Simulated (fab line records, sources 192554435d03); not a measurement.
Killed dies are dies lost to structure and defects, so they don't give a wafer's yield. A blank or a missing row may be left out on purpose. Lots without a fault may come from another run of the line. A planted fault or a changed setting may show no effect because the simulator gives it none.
fab line records | flow n5_finfet
record lots=7 wafers=39
route steps=1938 shown BEOL_M13@1673 BEOL_M15@1773
start_h: hours from the record's first day to the start of the lot's first wafer shown | wait_h: hours since the lot's step before | " the same as in the row above | L1.1+2: a row that stands for several wafers | - no value, or no start given | * or withheld: withheld | < > ~ a bound
route shown NAME@n: a module of which the file shows steps, and the number in the route of the first | usual: mean/standard deviation of fault-free wafers | same: alike in all rows | chamber/n: place in a boat | sites: the reading at each site | _std_site: their standard deviation | _edge_site: outer sites' mean less inner sites' | radius_mm: how far each site lies from the wafer's centre | mask NAME#n: copy n | behind: the tool/chamber that last shaped the wafer | hold: why the lot was held/for how many hours/how that ended | device: the transistor (n, p or np) that didn't switch | end of line: the same wafers' tests at the end of the route | a step without rows: its recipe alone | killed: dies lost to structure and defects at the first sort, not the wafer's yield | map: a wafer's dies, x killed, . not, _ none there
set.NAME: the setting as run; set.NAME@STEP: as run at that earlier step | model.NAME: the simulator's own value behind a step, which no gauge read
lots whose settings were changed on purpose; a table a step, a row a wafer
## steps
# step N5_BEOL_M13_ETCH_59
# recipe chemistry=N2/H2 target=BARC target_depth_a=890 overetch_a=267 time_s=67.9 ion_energy_ev=200 pressure_mtorr=30 source_w=840 bias_w=150 n2_flow_sccm=200 h2_flow_sccm=200
# columns lot.wafer tool chamber start_h wait_h set.time_s model.etch.depth_nm model.coat_of_BEOL_M13_COAT_04.thk_nm
L075.1 rie_diel-01 3 250.68 0.0 67.9 88.92 318.6
L075.2 " 0 " " 67.9 89.1 316
L075.3 " 1 " " 79.18 89.14 306.8
L075.4 " 2 " " 79.18 89.23 306.4
L075.5 " 1 " " 79.18 88.96 306.2
L075.6 " 0 " " 67.9 89.11 318
L078.1 rie_diel-02 1 261.62 0.0 67.9 88.75 318
L078.2 " 0 " " 67.9 89.01 317.8
L078.3 " 2 " " 67.9 88.94 317.2
L078.4 " 1 " " 67.9 88.85 317.2
L078.5 " 2 " " 67.9 89.13 317.6
L078.6 " 0 " " 67.9 88.84 316.8
L080.1 rie_diel-01 3 277.71 0.0 67.9 89.13 317.8
L080.5 " 3 " " 67.9 88.89 317.6
L080.6 " 0 " " 67.9 89.08 315.6
L081.1 rie_diel-01 0 285.84 0.0 67.9 89.53 317.8
L081.2 " 2 " " 28.72 49.77 353.2
L081.3 " 1 " " 28.72 49 353.4
L081.4 " 3 " " 67.9 89.53 317.6
L081.5 " 1 " " 28.72 48.8 353.8
L081.6 " 2 " " 67.9 89.29 316
L083.1 rie_diel-01 3 291.14 0.0 85.7 88.72 301.4
L083.2 " 0 " " 67.9 88.5 317.4
L083.3 " 1 " " 85.7 88.79 301.2
L083.4 " 2 " " 85.7 89.02 299.4
L083.5 " 1 " " 67.9 88.77 319.4
L083.6 " 0 " " 67.9 88.93 318.6
L091.1 rie_diel-01 3 339.30 0.0 79.63 89.29 308.8
L091.2 " 2 " " 79.63 89.31 305.2
L091.3 " 0 " " 67.9 89.28 318.2
L091.4 " 1 " " 67.9 89.31 319.6
L091.5 " 0 " " 67.9 89.15 318.6
L091.6 " 1 " " 79.63 89.53 306.8
L093.1 rie_diel-02 3 347.73 0.0 46.3 79.02 338.2
L093.2 " 2 " " 67.9 89.46 316.4
L093.3 " 0 " " 46.3 78.56 338.6
L093.4 " 1 " " 67.9 89.28 317.2
L093.5 " 3 " " 46.3 78.92 338.2
L093.6 " 2 " " 67.9 89.33 318.2
# step N5_BEOL_M13_VIA_ETCH_16
# recipe chemistry=C4F8/O2/Ar target=SiOC pressure_mtorr=30 source_w=3000 bias_w=700 Ar_flow_sccm=400 C4F8_flow_sccm=15 O2_flow_sccm=8 he_inner_torr=15 he_outer_torr=30 target_depth_a=9217 time_s=withheld ion_energy_ev=250 ends=cleared
# columns lot.wafer tool chamber start_h wait_h set.time_s@BEOL_M13_ETCH_59 model.coat_of_BEOL_M13_COAT_04.thk_nm
L075.1 rie_diel-01 3 250.73 0.0 * 77
L075.2 " 0 " " * 73.8
L075.3 " 1 " " * 65.4
L075.4 " 2 " " * 62.8
L075.5 " 1 " " * 56
L075.6 " 0 " " * 71
L078.1 rie_diel-02 1 261.67 0.0 * 71.8
L078.2 " 0 " " * 72.6
L078.3 " 2 " " * 71.4
L078.4 " 1 " " * 68.4
L078.5 " 2 " " * 65
L078.6 " 0 " " * 68.6
L080.1 rie_diel-01 3 277.76 0.0 * 73.6
L080.5 " 3 " " * 70
L080.6 " 0 " " * 68
L081.1 rie_diel-01 0 285.89 0.0 * 73.4
L081.2 " 2 " " * 111.2
L081.3 " 1 " " * 107.6
L081.4 " 3 " " * 68
L081.5 " 1 " " * 106
L081.6 " 2 " " * 67.8
L083.1+3 rie_diel-01 3,1 291.20 0.0 * 57.4
L083.2 " 0 " " * 72
L083.4 " 2 " " * 50
L083.5 " 1 " " * 71.4
L083.6 " 0 " " * 71.8
L091.1 rie_diel-01 3 339.35 0.0 * 65.2
L091.2 " 2 " " * 60
L091.3 " 0 " " * 73
L091.4 " 1 " " * 71.6
L091.5 " 0 " " * 70.6
L091.6 " 1 " " * 58.6
L093.1 rie_diel-02 3 347.78 0.0 * 95.4
L093.2 " 2 " " * 77.4
L093.3 " 0 " " * 93.6
L093.4 " 1 " " * 71.8
L093.5 " 3 " " * 93
L093.6 " 2 " " * 70.4
# step N5_BEOL_M13_STRIP_63
# recipe chemistry=N2/H2 power_w=1000 temp_c=250 h2_frac=0.65 overash_fraction=0.3 pressure_mtorr=1000 n2_flow_sccm=1750 h2_flow_sccm=3250
# usual strip_time_to_endpoint_s=28.0/0.99
# columns lot.wafer tool chamber start_h wait_h set.time_s@BEOL_M13_ETCH_59 strip_time_to_endpoint_s
L075.1 plasma_asher-01 0 250.97 - 67.9 29.7
L075.2 " 1 " " 67.9 28.8
L075.3 " 1 " " 79.18 26.3
L075.4 " 0 " " 79.18 25.5
L075.5 " 0 " " 79.18 23.5
L075.6 " 1 " " 67.9 28.0
L078.1 plasma_asher-02 0 261.91 - 67.9 28.2
L078.2 " 1 " " 67.9 28.4
L078.3 " 1 " " 67.9 28.1
L078.4 " 0 " " 67.9 27.2
L078.5 " 0 " " 67.9 26.2
L078.6 " 1 " " 67.9 27.3
L080.1 plasma_asher-02 1 278.00 - 67.9 28.7
L080.5 " 0 " " 67.9 27.7
L080.6 " 1 " " 67.9 27.0
L081.1 plasma_asher-01 1 286.12 - 67.9 28.7
L081.2 " 0 " " 28.72 39.3
L081.3 " 0 " " 28.72 38.3
L081.4 " 1 " " 67.9 27.1
L081.5 " 0 " " 28.72 37.9
L081.6 " 1 " " 67.9 27.0
L083.1 plasma_asher-02 0 291.43 - 85.7 23.9
L083.2 " 1 " " 67.9 28.3
L083.3 " 0 " " 85.7 23.9
L083.4 " 1 " " 85.7 21.6
L083.5 " 0 " " 67.9 28.1
L083.6 " 1 " " 67.9 28.2
L091.1 plasma_asher-01 1 339.59 - 79.63 26.3
L091.2 " 0 " " 79.63 24.7
L091.3 " 0 " " 67.9 28.6
L091.4 " 1 " " 67.9 28.1
L091.5 " 0 " " 67.9 27.9
L091.6 " 1 " " 79.63 24.2
L093.1 plasma_asher-02 0 348.02 - 46.3 34.9
L093.2 " 1 " " 67.9 29.8
L093.3 " 1 " " 46.3 34.4
L093.4 " 0 " " 67.9 28.2
L093.5 " 0 " " 46.3 34.3
L093.6 " 1 " " 67.9 27.8
# step N5_BEOL_M13_STRIP_64
# recipe chemistry=N2/H2 power_w=1000 temp_c=250 h2_frac=0.65 overash_fraction=0.3 pressure_mtorr=withheld n2_flow_sccm=1750 h2_flow_sccm=3250
# step N5_BEOL_M13_STRIP_71
# recipe chemistry=post_etch_residue_remover time_s=60 temp_c=25 remover_ph=withheld remover_water_wt_pct=withheld remover_fluoride_wt_pct=withheld
# step N5_BEOL_M13_SRD_72
# recipe time_s=30 temp_c=23 rinse_liquid=diw dry=n2_spin spin_rpm=1500 dry_time_s=30
# step N5_BEOL_M13_CD_MEAS_17
# recipe target_cd_nm=190 polarity=opening
# usual cd_nm=190.3/1.3
# columns lot.wafer tool chamber start_h wait_h set.time_s@BEOL_M13_ETCH_59 cd_nm
L075.1 cd_sem-03 - 251.18 0.0 67.9 188.7
L075.2 " - " " 67.9 189.7
L075.3 " - " " 79.18 192.1
L075.4 " - " " 79.18 193.6
L075.5 " - " " 79.18 191.6
L075.6 " - " " 67.9 190.1
L078.1 cd_sem-02 - 262.12 0.0 67.9 191.0
L078.2 " - " " 67.9 191.5
L078.3 " - " " 67.9 189.8
L078.4 " - " " 67.9 190.7
L078.5 " - " " 67.9 188.7
L078.6 " - " " 67.9 190.8
L080.1 cd_sem-03 - 278.22 0.0 67.9 190.0
L080.5 " - " " 67.9 190.1
L080.6 " - " " 67.9 190.9
L081.1 cd_sem-02 - 286.33 0.0 67.9 189.9
L081.2 " - " " 28.72 183.1
L081.3 " - " " 28.72 182.3
L081.4 " - " " 67.9 189.0
L081.5 " - " " 28.72 181.6
L081.6 " - " " 67.9 189.6
L083.1 cd_sem-01 - 291.64 0.0 85.7 193.0
L083.2 " - " " 67.9 191.2
L083.3 " - " " 85.7 193.9
L083.4 " - " " 85.7 195.0
L083.5 " - " " 67.9 190.9
L083.6 " - " " 67.9 192.0
L091.1 cd_sem-01 - 339.79 0.0 79.63 192.2
L091.2 " - " " 79.63 191.5
L091.3 " - " " 67.9 188.7
L091.4 " - " " 67.9 189.3
L091.5 " - " " 67.9 189.6
L091.6 " - " " 79.63 191.3
L093.1 cd_sem-02 - 348.22 0.0 46.3 188.3
L093.2 " - " " 67.9 191.6
L093.3 " - " " 46.3 189.2
L093.4 " - " " 67.9 191.4
L093.5 " - " " 46.3 187.6
L093.6 " - " " 67.9 192.5
# step N5_BEOL_M13_COAT_65
# recipe resist=SOC temp_c=250 time_s=60 spin_rpm=1500 resist_thk_nm=350
# step N5_BEOL_M13_COAT_66
# recipe resist=SiARC temp_c=220 time_s=60 spin_rpm=1500 resist_thk_nm=110
# step N5_BEOL_M13_TRENCH_ETCH_34
# recipe chemistry=C4F8/O2/Ar target=SiOC target_depth_a=4134.7 mask_material=SOC pressure_mtorr=30 source_w=3000 bias_w=700 Ar_flow_sccm=400 C4F8_flow_sccm=15 O2_flow_sccm=8 he_inner_torr=15 he_outer_torr=30 time_s=162.6 ion_energy_ev=250
# step N5_BEOL_M13_STRIP_70
# recipe chemistry=C4F8/O2/Ar resist=SiARC rf_frequency_hz=6e+07
# step N5_BEOL_M13_OCD_MEAS_35
# usual trench_depth_nm=414/4.6
# columns lot.wafer tool chamber start_h wait_h set.time_s@BEOL_M13_ETCH_59 trench_depth_nm
L075.1 ocd-01 - 252.31 0.0 67.9 418
L075.2 " - " " 67.9 412
L075.3 " - " " 79.18 414
L075.4 " - " " 79.18 417
L075.5 " - " " 79.18 417
L075.6 " - " " 67.9 415
L078.1 ocd-02 - 263.11 0.0 67.9 410
L078.2 " - " " 67.9 413
L078.3 " - " " 67.9 413
L078.4 " - " " 67.9 407
L078.5 " - " " 67.9 412
L078.6 " - " " 67.9 408
L080.1 ocd-02 - 279.21 0.0 67.9 416
L080.5 " - " " 67.9 410
L080.6 " - " " 67.9 413
L081.1 ocd-01 - 287.42 0.0 67.9 411
L081.2 " - " " 28.72 293
L081.3 " - " " 28.72 294
L081.4 " - " " 67.9 411
L081.5 " - " " 28.72 300
L081.6 " - " " 67.9 407
L083.1 ocd-01 - 292.71 0.0 85.7 415
L083.2 " - " " 67.9 412
L083.3 " - " " 85.7 415
L083.4 " - " " 85.7 407
L083.5 " - " " 67.9 416
L083.6 " - " " 67.9 416
L091.1 ocd-02 - 341.11 0.0 79.63 415
L091.2 " - " " 79.63 419
L091.3 " - " " 67.9 412
L091.4 " - " " 67.9 417
L091.5 " - " " 67.9 414
L091.6 " - " " 79.63 416
L093.1 ocd-02 - 349.22 0.0 46.3 412
L093.2 " - " " 67.9 420
L093.3 " - " " 46.3 406
L093.4 " - " " 67.9 417
L093.5 " - " " 46.3 416
L093.6 " - " " 67.9 418
# step N5_BEOL_M15_ILD_DEP_00
# recipe material=SiO2 target_thk_a=16293 temp_c=400 precursor=TEOS/O2 pressure_torr=6.5 rf_w=900 teos_flow_sccm=161.4 gas=O2 flow_sccm=2650 time_s=346.1
# columns lot.wafer tool chamber start_h wait_h set.target_thk_a model.SiO2_of_BEOL_M15_ILD_DEP_00.thk_nm
L075.1 pecvd-01 0 263.50 0.0 16293 1632
L075.2 " 1 " " 16293 1623
L075.3 " 2 " " 16293 1636
L075.4 " 2 " " 16293 1655
L075.5 " 0 " " 16293 1664
L075.6 " 1 " " 16293 1660
L078.1 pecvd-04 1 271.95 0.0 11780 1178
L078.2 " 0 " " 16293 1641
L078.3 " 2 " " 16293 1607
L078.4 " 2 " " 16293 1647
L078.5 " 0 " " 11780 1195
L078.6 " 1 " " 11780 1190
L080.1 pecvd-02 0 285.63 0.0 16293 1624
L080.5+6 " 2,1 " " 16293 1642
L081.1 pecvd-04 0 294.71 0.0 20910 2100
L081.2 " 2 " " 16293 1605
L081.3 " 1 " " 20910 2051
L081.4 " 1 " " 16293 1648
L081.5 " 2 " " 16293 1646
L081.6 " 0 " " 20910 2133
L083.1 pecvd-01 0 302.34 0.0 16293 1612
L083.2 " 2 " " 23740 2358
L083.3 " 2 " " 23740 2388
L083.4 " 0 " " 16293 1639
L083.5 " 0 " " 23740 2391
L083.6 " 2 " " 16293 1623
L091.1 pecvd-04 1 350.68 0.0 16293 1589
L091.2 " 2 " " 12590 1231
L091.3 " 0 " " 16293 1640
L091.4 " 0 " " 16293 1645
L091.5 " 1 " " 12590 1244
L091.6 " 2 " " 12590 1254
L093.1 pecvd-02 2 358.85 0.0 16293 1615
L093.2 " 1 " " 16293 1638
L093.3 " 0 " " 16293 1633
L093.4 " 0 " " 10600 1074
L093.5 " 1 " " 10600 1080
L093.6 " 2 " " 10600 1076
# step N5_BEOL_M15_THK_MEAS_01
# recipe reads=SiO2_of_BEOL_M15_ILD_DEP_00
# usual M15_ILD_THK=1630/20
# columns lot.wafer tool chamber start_h wait_h set.target_thk_a@BEOL_M15_ILD_DEP_00 M15_ILD_THK[nm]
L075.1 film_metro-01 - 263.75 0.1 16293 1633
L075.2 " - " " 16293 1623
L075.3 " - " " 16293 1636
L075.4 " - " " 16293 1655
L075.5 " - " " 16293 1665
L075.6 " - " " 16293 1660
L078.1 film_metro-01 - 272.20 0.1 11780 1178
L078.2 " - " " 16293 1641
L078.3 " - " " 16293 1607
L078.4 " - " " 16293 1646
L078.5 " - " " 11780 1195
L078.6 " - " " 11780 1191
L080.1 film_metro-02 - 285.88 0.1 16293 1626
L080.5 " - " " 16293 1641
L080.6 " - " " 16293 1643
L081.1 film_metro-01 - 294.96 0.1 20910 2102
L081.2 " - " " 16293 1605
L081.3 " - " " 20910 2051
L081.4 " - " " 16293 1647
L081.5 " - " " 16293 1646
L081.6 " - " " 20910 2134
L083.1 film_metro-01 - 302.69 0.2 16293 1612
L083.2 " - " " 23740 2358
L083.3 " - " " 23740 2388
L083.4 " - " " 16293 1638
L083.5 " - " " 23740 2390
L083.6 " - " " 16293 1623
L091.1 film_metro-02 - 350.93 0.1 16293 1588
L091.2 " - " " 12590 1233
L091.3 " - " " 16293 1639
L091.4 " - " " 16293 1645
L091.5 " - " " 12590 1244
L091.6 " - " " 12590 1254
L093.1 film_metro-01 - 359.10 0.1 16293 1614
L093.2 " - " " 16293 1639
L093.3 " - " " 16293 1634
L093.4 " - " " 10600 1074
L093.5 " - " " 10600 1079
L093.6 " - " " 10600 1076
# step N5_BEOL_M15_COAT_58
# recipe resist=BARC temp_c=205 time_s=60 spin_rpm=1500 resist_thk_nm=89
# step N5_BEOL_M15_COAT_04
# recipe spin_rpm=1704 resist_thk_nm=800
# step N5_BEOL_M15_DESCUM_15
# recipe chemistry=O2 time_s=7.9 source_power_w=50 bias_power_w=20 pressure_mtorr=20 rf_frequency_hz=2.712e+07 temp_c=40 o2_flow_sccm=225
# step N5_BEOL_M15_ETCH_59
# recipe chemistry=N2/H2 target=BARC target_depth_a=890 overetch_a=267 time_s=67.9 ion_energy_ev=200 pressure_mtorr=30 source_w=840 bias_w=150 n2_flow_sccm=200 h2_flow_sccm=200
# step N5_BEOL_M15_VIA_ETCH_16
# recipe chemistry=C4F8/O2/Ar target=SiO2 he_inner_torr=15 he_outer_torr=30 target_depth_a=17922 time_s=withheld ion_energy_ev=800 pressure_mtorr=20 source_w=1905 bias_w=2040 Ar_flow_sccm=400 C4F8_flow_sccm=16 O2_flow_sccm=12 ends=cleared
# columns lot.wafer tool chamber start_h wait_h set.target_thk_a@BEOL_M15_ILD_DEP_00 model.etch.depth_nm model.coat_of_BEOL_M15_COAT_04.thk_nm
L075.1 rie_diel-01 3 264.39 0.0 16293 1632 333
L075.2 " 0 " " 16293 1623 334.4
L075.3 " 2 " " 16293 1636 333.8
L075.4 " 1 " " 16293 1655 329
L075.5 " 2 " " 16293 1664 323.8
L075.6 " 1 " " 16293 1660 328.4
L078.1 rie_diel-01 1 272.74 0.0 11780 1178 442.2
L078.2 " 0 " " 16293 1641 330.6
L078.3 " 3 " " 16293 1607 338.4
L078.4 " 2 " " 16293 1647 329.2
L078.5 " 1 " " 11780 1195 435.6
L078.6 " 2 " " 11780 1190 437.4
L080.1 rie_diel-03 0 286.48 0.0 16293 1624 330
L080.5 " 2 " " 16293 1642 332
L080.6 " 3 " " 16293 1642 326.4
L081.1 rie_diel-02 2 295.44 0.0 20910 2100 223.4
L081.2 " 0 " " 16293 1605 343.2
L081.3 " 1 " " 20910 2051 240
L081.4 " 3 " " 16293 1648 335
L081.5 " 0 " " 16293 1646 333.6
L081.6 " 1 " " 20910 2133 220.6
L083.1 rie_diel-03 1 303.30 0.0 16293 1612 339.2
L083.2 " 0 " " 23740 2358 158.4
L083.3 " 3 " " 23740 2388 155
L083.4 " 2 " " 16293 1639 333.6
L083.5 " 2 " " 23740 2391 156
L083.6 " 3 " " 16293 1623 334.4
L091.1 rie_diel-02 3 351.55 0.0 16293 1589 344.2
L091.2 " 0 " " 12590 1231 428.2
L091.3 " 1 " " 16293 1640 331.2
L091.4 " 2 " " 16293 1645 325.4
L091.5 " 1 " " 12590 1244 421.4
L091.6 " 2 " " 12590 1254 416
L093.1 rie_diel-03 0 359.62 0.1 16293 1615 336.2
L093.2 " 3 " " 16293 1638 332.6
L093.3 " 0 " " 16293 1633 330
L093.4 " 3 " " 10600 1074 465.2
L093.5 " 0 " " 10600 1080 460.4
L093.6 " 3 " " 10600 1076 464.2
# step N5_BEOL_M15_STRIP_63
# recipe chemistry=O2 power_w=600 temp_c=60 pressure_mtorr=30 rf_frequency_hz=6e+07 bias_power_w=0 overash_fraction=0.3 o2_flow_sccm=225
# step N5_BEOL_M15_STRIP_64
# recipe chemistry=O2 power_w=600 temp_c=60 pressure_mtorr=30 rf_frequency_hz=6e+07 bias_power_w=0 overash_fraction=0.3 o2_flow_sccm=225
# step N5_BEOL_M15_STRIP_65
# recipe chemistry=post_etch_residue_remover time_s=60 temp_c=25 remover_ph=withheld remover_water_wt_pct=withheld remover_fluoride_wt_pct=withheld
# step N5_BEOL_M15_SRD_66
# recipe time_s=30 temp_c=23 rinse_liquid=diw dry=n2_spin spin_rpm=1500 dry_time_s=30
# step N5_BEOL_M15_CD_MEAS_17
# recipe target_cd_nm=360 polarity=opening
# usual cd_nm=361.9/1.5
# columns lot.wafer tool chamber start_h wait_h set.target_thk_a@BEOL_M15_ILD_DEP_00 cd_nm
L075.1 cd_sem-01 - 264.80 0.0 16293 363.7
L075.2 " - " " 16293 363.1
L075.3 " - " " 16293 361.9
L075.4 " - " " 16293 362.8
L075.5 " - " " 16293 363.9
L075.6 " - " " 16293 362.4
L078.1 cd_sem-03 - 273.15 0.0 11780 357.9
L078.2 " - " " 16293 361.9
L078.3 " - " " 16293 362.5
L078.4 " - " " 16293 361.4
L078.5 " - " " 11780 358.1
L078.6 " - " " 11780 357.7
L080.1 cd_sem-01 - 286.89 0.0 16293 359.7
L080.5 " - " " 16293 361.6
L080.6 " - " " 16293 361.2
L081.1 cd_sem-03 - 295.86 0.0 20910 369.2
L081.2 " - " " 16293 362.0
L081.3 " - " " 20910 368.3
L081.4 " - " " 16293 363.1
L081.5 " - " " 16293 364.5
L081.6 " - " " 20910 368.7
L083.1 cd_sem-02 - 303.71 0.0 16293 361.8
L083.2 " - " " 23740 369.3
L083.3 " - " " 23740 369.7
L083.4 " - " " 16293 361.9
L083.5 " - " " 23740 368.1
L083.6 " - " " 16293 362.6
L091.1 cd_sem-02 - 351.96 0.0 16293 362.7
L091.2 " - " " 12590 359.5
L091.3 " - " " 16293 361.7
L091.4 " - " " 16293 363.7
L091.5 " - " " 12590 357.7
L091.6 " - " " 12590 360.1
L093.1 cd_sem-01 - 360.19 0.0 16293 362.8
L093.2 " - " " 16293 364.3
L093.3 " - " " 16293 364.0
L093.4 " - " " 10600 359.2
L093.5 " - " " 10600 358.8
L093.6 " - " " 10600 359.0
## key
split step=N5_BEOL_M13_ETCH_59 setting=time_s stated=67.9 by=wafer
response step=N5_BEOL_M13_ETCH_59 reading=model.etch.depth_nm change=+0.476 per=1% r=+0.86
response step=N5_BEOL_M13_ETCH_59 reading=model.coat_of_BEOL_M13_COAT_04.thk_nm change=-0.646 per=1% r=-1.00
response step=N5_BEOL_M13_VIA_ETCH_16 reading=model.coat_of_BEOL_M13_COAT_04.thk_nm change=-0.663 per=1% r=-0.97
response step=N5_BEOL_M13_STRIP_63 reading=strip_time_to_endpoint_s change=* per=1% r=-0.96
response step=N5_BEOL_M13_CD_MEAS_17 reading=cd_nm change=+0.122 per=1% r=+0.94
response step=N5_BEOL_M13_OCD_MEAS_35 reading=trench_depth_nm shape=bent at_lowest=296 at_stated=413 at_highest=412
split step=N5_BEOL_M15_ILD_DEP_00 setting=target_thk_a stated=16293 by=wafer
response step=N5_BEOL_M15_ILD_DEP_00 reading=model.SiO2_of_BEOL_M15_ILD_DEP_00.thk_nm change=+16.3 per=1% r=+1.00
response step=N5_BEOL_M15_THK_MEAS_01 reading=M15_ILD_THK change=+16.3 per=1% r=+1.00
response step=N5_BEOL_M15_VIA_ETCH_16 reading=model.etch.depth_nm change=+16.3 per=1% r=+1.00
response step=N5_BEOL_M15_VIA_ETCH_16 reading=model.coat_of_BEOL_M15_COAT_04.thk_nm change=-3.85 per=1% r=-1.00
response step=N5_BEOL_M15_CD_MEAS_17 reading=cd_nm change=+0.154 per=1% r=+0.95
